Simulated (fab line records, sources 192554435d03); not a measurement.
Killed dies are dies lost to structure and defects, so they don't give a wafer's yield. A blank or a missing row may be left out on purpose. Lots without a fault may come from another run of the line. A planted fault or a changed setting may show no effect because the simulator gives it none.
Chamber matching | flow n5_finfet | N5_BEOL_M8_STRIP_36 on rie_diel-02: 4 sister chambers
The step strips in N2/H2. 8 wafers are shown with their chamber, then 10 later ones without.

WAFERS WITH THEIR CHAMBER
wafer  | chamber | drypump_motor_current_A (A) | showerhead_plenum_p_Torr (Torr)
L083.3 | 1       | 5.5                         | 2.62
L083.5 | 2       | 6.5                         | 2.56
L083.6 | 1       | 5.5                         | 2.62
L089.2 | 3       | 5.1                         | 2.50
L089.3 | 0       | 5.3                         | 2.47
L089.6 | 3       | 5.1                         | 2.50
L092.1 | 0       | 5.2                         | 2.47
L092.2 | 2       | 6.5                         | 2.55

WAFERS WITHOUT THEIR CHAMBER
wafer  | drypump_motor_current_A (A) | showerhead_plenum_p_Torr (Torr)
L092.3 | 5.5                         | 2.61
L092.4 | 5.1                         | 2.50
L092.5 | 5.5                         | 2.61
L092.6 | 5.3                         | 2.47
L093.1 | 5.1                         | 2.50
L093.4 | 6.5                         | 2.55
L093.5 | 5.5                         | 2.61
L095.1 | 5.3                         | 2.47
L095.3 | 5.5                         | 2.61
L095.4 | 5.1                         | 2.50

WHICH CHAMBER EACH WENT THROUGH
wafer  | from the rows above | in truth
L092.3 | 1                   | 1
L092.4 | 3                   | 3
L092.5 | 1                   | 1
L092.6 | 0                   | 0
L093.1 | 3                   | 3
L093.4 | 2                   | 2
L093.5 | 1                   | 1
L095.1 | 0                   | 0
L095.3 | 1                   | 1
L095.4 | 3                   | 3
Placed correctly: 10 of 10. Can't be placed from these rows: 0. Placed wrongly: 0.
How it was worked out, from the rows above alone: a wafer's distance from a chamber is the root of the sum, over the readings, of the square of ((its reading less the chamber's mean) divided by the reading's scatter). The wafer belongs to the nearest chamber; if the next one is less than 2 further off, it can't be placed. A chamber's mean is the mean of its shown wafers. The scatter: the root of (the sum of the squares of (reading less its chamber's mean) over the shown wafers, divided by (wafers less chambers)).
